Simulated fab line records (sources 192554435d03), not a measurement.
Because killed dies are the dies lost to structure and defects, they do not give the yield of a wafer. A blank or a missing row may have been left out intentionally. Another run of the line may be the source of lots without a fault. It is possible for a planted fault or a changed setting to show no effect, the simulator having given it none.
One fault through the eyes of 2 desks + flow n5Finfet + each desk has only its own numbers; what lay behind them comes last

## AT THE METROLOGY DESK
What the gauges read for every lot (on any tool): the sampled wafers with a number, averaged. Marked OUT: a lot whose mean sits more than 4 standard deviations from the usual mean, which makes it out of limits; the brackets give that distance.
Columns: A = PWELL_OVL at N5_WELL_APT_OVL_MEAS_26, usual -3 nm; B = PMOS_HMC_BLK_OVL at N5_PMOS_HMC_CHANNEL_EPI_OVL_MEAS_10, usual -0.5 nm
| lot  | first seen here | A   | B              |
|------|-----------------|-----|----------------|
| L251 | day 1 14:50     | -4  | -0.3           |
| L252 | day 1 21:28     | -1  | 0.2            |
| L253 | day 2 02:53     | -8  | -0.8           |
| L254 | day 2 09:13     | 0   | -0.3           |
| L255 | day 2 15:05     | -2  | -0.2           |
| L256 | day 2 21:26     | -10 | -2.5           |
| L257 | day 3 02:50     | 0   | 0.4            |
| L258 | day 3 08:50     | -12 | -1.0           |
| L260 | day 3 21:56     | -1  | -0.5           |
| L265 | day 5 03:16     | -5  | 40.2 (+55) OUT |
| L269 | day 6 03:01     | 2   | 39.9 (+55) OUT |
Finding of this desk: L265, L269 out of limits, first seen on L265 at day 5 05:53 (PMOS_HMC_BLK_OVL at N5_PMOS_HMC_CHANNEL_EPI_OVL_MEAS_10). Within limits: L251, L252, L253, L254, L255, L256, L257, L258, L260.

## FOR THE TOOL OWNER'S DESK: arfiScanner-01
The tool's own readings at N5_PMOS_HMC_CHANNEL_EPI_EXPOSE_06 (exposes mask PMOS HMC BLK, target cd 240 nm): means of the sampled wafers that have a number, for each lot that ran on this tool. Marked OUT: a lot whose mean sits more than 4 standard deviations from the usual mean, which makes it out of limits; the brackets give that distance.
Columns: A = exposureDoseMJCm2 at N5_PMOS_HMC_CHANNEL_EPI_EXPOSE_06, usual 40.97
| lot  | first seen here | A     |
|------|-----------------|-------|
| L257 | day 3 04:52     | 41.01 |
| L265 | day 5 05:44     | 41.00 |
| L269 | day 6 05:20     | 40.94 |
Finding of this desk: none of the 3 lots has anything out of limits.

## PUT TOGETHER
The metrology desk could have raised an alarm at day 5 05:53, on L265, L269.
The tool owner's desk saw nothing out of limits.
The tool owner's desk has L265, L269 on record, within its limits.
N5_PMOS_HMC_CHANNEL_EPI_EXPOSE_06 was run on arfiScanner-01 by each of the lots named.

## WHAT HAD BEEN PUT IN BY THE SIMULATOR
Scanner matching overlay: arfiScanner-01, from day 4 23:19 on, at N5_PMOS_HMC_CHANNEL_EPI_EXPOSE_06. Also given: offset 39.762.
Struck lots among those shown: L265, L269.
Time in hours between the start of the fault and the first out-of-limits reading at each desk: metrology desk, 7.
